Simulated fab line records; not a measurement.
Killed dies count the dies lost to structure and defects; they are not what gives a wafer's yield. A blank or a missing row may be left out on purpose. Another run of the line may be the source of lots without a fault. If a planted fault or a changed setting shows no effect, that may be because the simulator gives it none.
Chamber matching + flow n5Finfet + N5_BEOL_M11_DEP_56 on pecvd-01: 3 sister chambers
The step deposits SiCN from 3MS/NH3, target thk 30 nm, time 10.5 s. 18 wafers are shown with their chamber, then 9 later ones without.

== WAFERS, EACH WITH ITS CHAMBER ==
| wafer  | chamber | showerheadPlenumPTorr (Torr) | throttleValvePct (%) |
|--------|---------|------------------------------|----------------------|
| L074.1 | 2       | 4.151                        | 17.7                 |
| L074.2 | 1       | 4.126                        | 18.5                 |
| L074.3 | 0       | 4.118                        | 18.1                 |
| L079.1 | 2       | 4.139                        | 17.4                 |
| L079.2 | 0       | 4.112                        | 18.2                 |
| L079.3 | 1       | 4.131                        | 18.0                 |
| L079.4 | 0       | 4.119                        | 18.0                 |
| L079.5 | 1       | 4.126                        | 18.1                 |
| L079.6 | 2       | 4.142                        | 17.3                 |
| L084.1 | 1       | 4.132                        | 18.0                 |
| L084.3 | 0       | 4.106                        | 18.2                 |
| L084.4 | 1       | 4.132                        | 18.1                 |
| L089.1 | 0       | 4.119                        | 18.1                 |
| L089.2 | 2       | 4.154                        | 17.5                 |
| L089.4 | 2       | 4.147                        | 17.5                 |
| L094.1 | 1       | 4.137                        | 18.1                 |
| L094.2 | 0       | 4.100                        | 18.3                 |
| L094.3 | 2       | 4.153                        | 17.4                 |

SIGNATURES (averages over the wafers above)
| reading               | chamber 0 | chamber 1 | chamber 2 | scatter within a chamber |
|-----------------------|-----------|-----------|-----------|--------------------------|
| showerheadPlenumPTorr | 4.11233   | 4.13067   | 4.14767   | 0.00626                  |
| throttleValvePct      | 18.150    | 18.133    | 17.467    | 0.146                    |
Rule: a wafer lies at a distance from a chamber equal to the root of the sum of squares, over the readings, of (its reading less the chamber's mean, divided by the reading's scatter). The wafer belongs to the nearest chamber; if the next one is less than 2 further off, it can't be placed. The scatter: take each reading less its chamber's mean, square it, sum over the shown wafers, divide by the number of wafers less the number of chambers, and take the root.

== WAFERS MISSING THEIR CHAMBER ==
| wafer  | showerheadPlenumPTorr (Torr) | throttleValvePct (%) |
|--------|------------------------------|----------------------|
| L094.4 | 4.131                        | 18.0                 |
| L094.5 | 4.153                        | 17.5                 |
| L094.6 | 4.106                        | 18.3                 |
| L095.3 | 4.123                        | 18.3                 |
| L095.4 | 4.108                        | 18.2                 |
| L095.5 | 4.139                        | 17.8                 |
| L096.3 | 4.140                        | 18.2                 |
| L096.5 | 4.152                        | 17.6                 |
| L096.6 | 4.109                        | 18.1                 |

== THE CHAMBER EACH PASSED THROUGH ==
| wafer  | from the rows above     | in truth |
|--------|-------------------------|----------|
| L094.4 | 1                       | 1        |
| L094.5 | 2                       | 2        |
| L094.6 | 0                       | 0        |
| L095.3 | can't be placed: 1 or 0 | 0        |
| L095.4 | 0                       | 0        |
| L095.5 | can't be placed: 1 or 2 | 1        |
| L096.3 | 1                       | 1        |
| L096.5 | 2                       | 2        |
| L096.6 | 0                       | 0        |
Correct placement for 7 of the 9. Can't be placed from these rows: 2 (the true chamber is among the candidates in 2). Number placed wrongly: 0.
